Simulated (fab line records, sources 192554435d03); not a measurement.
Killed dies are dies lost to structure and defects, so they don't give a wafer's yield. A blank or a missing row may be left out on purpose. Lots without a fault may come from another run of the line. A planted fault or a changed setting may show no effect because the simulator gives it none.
A struck lot beside a sound one | flow n5_finfet | 16 steps out of a route of 1938
Sound: wafers L308.3, L308.4, L308.6. Struck: wafer L327.1. (L327.3 of the same lot was not struck and is left out.) The cause comes at the end.
At each step with rows: each side's tool, then ch and its chambers, then its first start. Under that, the readings that differ: sound wafers | struck wafers | difference of the means | sigmas: that difference in standard deviations of wafers without a fault.
alike: readings whose means differ by less than 2 such deviations, and words and numbers that are the same on both sides. not compared: withheld readings, readings that some wafer has no value for, bounds like >300 that may hide the same value, and numbers for which the record gives no deviation and whose values overlap.
The two part at a step that has a row with sigmas, a row that says differs or no value, or rows on one side only. Numbers that don't overlap but have no deviation are shown without sigmas and don't part them. A reading that every wafer of one side lacks parts them only if that side has two wafers or more.

first, 1 step without rows for these wafers: N5_BEOL_M2_ETCH_41 (etches SiCN in CH3F/O2, target depth 29.9 nm, time 52.5 s).
N5_BEOL_M2_STRIP_97: strips in N2/H2, time 10 s.
  sound on rie_diel-06 ch 0,2; struck on rie_diel-06 ch 0
  alike: drypump_motor_current_A, oes_product_au, rf_vpp_V, showerhead_plenum_p_Torr, throttle_valve_pct
  not compared: rf_hours_counter_h
N5_BEOL_M2_OCD_MEAS_38:
  sound on ocd-02, day 7 07:17; struck on ocd-02, day 12 04:00
  alike: trench_depth_nm
then, 4 steps without rows for these wafers: N5_BEOL_M2_HM_STRIP_39 (strips TiN in peroxide tin strip, target depth 25 nm, time 158 s); N5_BEOL_M2_SRD_40 (time 30 s); N5_BEOL_M2_PRECLEAN_42 (cleans in residue remover, time 60 s); N5_BEOL_M2_SRD_43 (time 30 s).
N5_BEOL_M2_CD_MEAS_35: target cd 18 nm, target cd y 22.2 nm.
  sound on cd_sem-01, day 7 07:33; struck on cd_sem-01, day 12 04:10
  alike: cd_nm
N5_BEOL_M2_DEGAS_44: time 60 s.
  sound on pvd_sputter-03, day 7 07:50; struck on pvd_sputter-03, day 12 04:34
  alike: heater_power_w
N5_BEOL_M2_PRE_CLEAN_45: time 30 s.
  sound on pvd_sputter-03, day 7 07:53; struck on pvd_sputter-03, day 12 04:36
  alike: heater_power_w
N5_BEOL_M2_ALD_84: deposits TaN, pulse time 2 s, purge time 3 s, co reactant purge time 2 s.
  sound on ald_metal-04 ch 2,3, day 7 07:58; struck on ald_metal-02 ch 0, day 12 04:44
  alike: chamber_pressure_Torr, heater_power_outer_w, heater_power_w
N5_BEOL_M2_SURFACE_TREAT_85:
  sound on pvd_sputter-02, day 7 08:19; struck on pvd_sputter-01, day 12 05:01
  not compared: throttle_valve_pct
N5_BEOL_M2_CVD_47: deposits Co from CCTBA/H2, target thk 3 nm, time 223.8 s.
  sound on cvd_co-01 ch 0,1, day 7 08:34; struck on cvd_co-01 ch 1, day 12 05:05
  reading          | sound             | struck | difference | sigmas
  run_length_s (s) | 247.6 248.0 247.6 | 251.2  | +3.5       | +5
  alike: chamber_pressure_Torr
then, 1 step without rows for these wafers: N5_BEOL_M2_SPUTTER_48 (material Cu, target thk 4.5 nm, time 8.29 s).
N5_BEOL_M4_RC_MEAS_101:
  sound on prober-01 ch 0, day 8 16:16; struck on prober-01 ch 0, day 13 21:12
  alike: DIBL_N, DIBL_P, IOFF_N, IOFF_P, ION_N, ION_P, SS_N, SS_P, VT_N, VT_P
N5_PASSIVATION_PROBE_49:
  the record has rows for the sound wafers here (prober-01, day 13 04:52) and none for the struck ones

WHERE THEY PART
First at N5_BEOL_M2_CVD_47; last, within this record, at N5_PASSIVATION_PROBE_49.

WHY: what the simulator had put in
Process parameter drift: cvd_co-01, from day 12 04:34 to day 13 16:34, at N5_BEOL_M2_CVD_47. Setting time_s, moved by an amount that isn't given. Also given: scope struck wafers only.
